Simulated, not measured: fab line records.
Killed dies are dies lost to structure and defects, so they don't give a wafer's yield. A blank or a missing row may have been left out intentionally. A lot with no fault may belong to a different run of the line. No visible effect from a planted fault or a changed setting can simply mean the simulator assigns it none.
Chamber matching	flow nand-harc	NHARC_P_M0_ETCH_34 on rie-diel-12: 4 sister chambers
The step etches the open film in N2/H2, target depth 40 nm, overetch 12 nm, time 43.94 s. 8 wafers are shown with their chamber, then 9 later ones without.

## WAFERS PAIRED WITH THEIR CHAMBERS
wafer	chamber	showerhead-plenum-p-Torr (Torr)	rf-vpp-V (V)
L080.5	3	2.19	435.0
L086.4	2	1.96	429.4
L087.2	1	2.03	429.2
L087.3	3	2.18	434.4
L087.4	0	1.89	426.7
L091.1	0	1.89	427.0
L091.3	2	1.96	428.3
L091.4	1	2.03	430.9

## WAFERS WHOSE CHAMBER IS MISSING
wafer	showerhead-plenum-p-Torr (Torr)	rf-vpp-V (V)
L090.4	2.18	433.5
L090.5	1.96	429.1
L090.6	2.03	430.3
L096.1	1.95	428.4
L096.5	2.02	431.0
L096.6	1.88	426.9
L097.1	1.95	428.5
L097.2	2.02	430.7
L097.6	2.17	435.2

## WHICH CHAMBER EACH ONE RAN IN
wafer	from the rows above	in truth
L090.4	3	3
L090.5	2	2
L090.6	1	1
L096.1	2	2
L096.5	1	1
L096.6	0	0
L097.1	2	2
L097.2	1	1
L097.6	3	3
Placed correctly: 9 of 9. Can't be placed from these rows: 0. 0 placed wrongly.
How it was worked out, from the rows above alone: a wafer's distance from a chamber is the root of the sum, over the readings, of the square of ((its reading less the chamber's mean) divided by the reading's scatter). The wafer belongs to the nearest chamber; if the next one is less than 2 further off, it can't be placed. The mean given for a chamber averages the wafers shown for that chamber. How the scatter is found: for the shown wafers, subtract from each reading the mean of its chamber, square and add these, divide the total by (wafers less chambers), then take the root.
